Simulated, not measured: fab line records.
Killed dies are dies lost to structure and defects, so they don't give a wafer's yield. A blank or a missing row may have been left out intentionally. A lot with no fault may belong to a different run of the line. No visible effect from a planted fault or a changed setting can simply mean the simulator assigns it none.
Matching of chambers -- flow nandHarc -- NHARC_P_CONTACT_ETCH_36 on rieDiel-03: 4 sister chambers
The step etches the open film in N2/H2, target depth 260 nm, time 406.25 s. 16 wafers are shown with their chamber, then 8 later ones without.

WAFERS PAIRED WITH THEIR CHAMBERS
wafer,chamber,showerheadPlenumPTorr (Torr),drypumpMotorCurrentA (A),rfVppV (V)
L468.1,3,1.90,5.6,426.3
L468.5,1,2.05,4.6,431.2
L468.6,2,1.90,5.8,426.6
L469.1,0,2.11,4.8,432.9
L469.2,2,1.90,5.8,426.3
L469.4,3,1.90,5.6,426.2
L480.2,1,2.05,4.7,432.2
L480.5,2,1.89,5.8,425.8
L480.6,1,2.05,4.6,431.2
L484.1,0,2.11,4.8,432.9
L484.5,3,1.90,5.6,425.9
L484.6,0,2.11,4.8,433.4
L485.1,3,1.90,5.5,426.0
L485.3,2,1.89,5.8,427.2
L485.6,1,2.05,4.6,428.3
L486.1,1,2.05,4.6,431.0

SIGNATURES (means of the wafers above)
reading,chamber 0,chamber 1,chamber 2,chamber 3,scatter within a chamber
showerheadPlenumPTorr,2.1100,2.0500,1.8950,1.9000,0.00289
drypumpMotorCurrentA,4.800,4.620,5.800,5.575,0.0359
rfVppV,433.067,430.780,426.475,426.100,0.907
Rule: for a wafer and a chamber, the distance is found by dividing, reading by reading, the gap between the wafer's reading and the chamber's mean by the reading's scatter, squaring, summing and taking the root. If the next closest chamber is less than 2 further off than the closest, the wafer can't be placed; otherwise it belongs to the closest. How the scatter is found: for the shown wafers, subtract from each reading the mean of its chamber, square and add these, divide the total by (wafers less chambers), then take the root.

WAFERS WITHOUT THEIR CHAMBER
wafer,showerheadPlenumPTorr (Torr),drypumpMotorCurrentA (A),rfVppV (V)
L486.5,2.05,4.6,429.3
L486.6,1.89,5.8,427.6
L488.2,1.90,5.6,426.4
L488.3,1.89,5.8,425.9
L488.6,2.05,4.7,431.6
L491.3,2.05,4.6,429.8
L491.5,2.05,4.7,431.2
L491.6,2.11,4.8,432.4

WHICH CHAMBER EACH WENT THROUGH
wafer,from the rows above,in truth
L486.5,1,1
L486.6,2,2
L488.2,3,3
L488.3,2,2
L488.6,1,1
L491.3,1,1
L491.5,1,1
L491.6,0,0
8 of 8 placed correctly. From these rows, 0 cannot be placed. Number placed wrongly: 0.
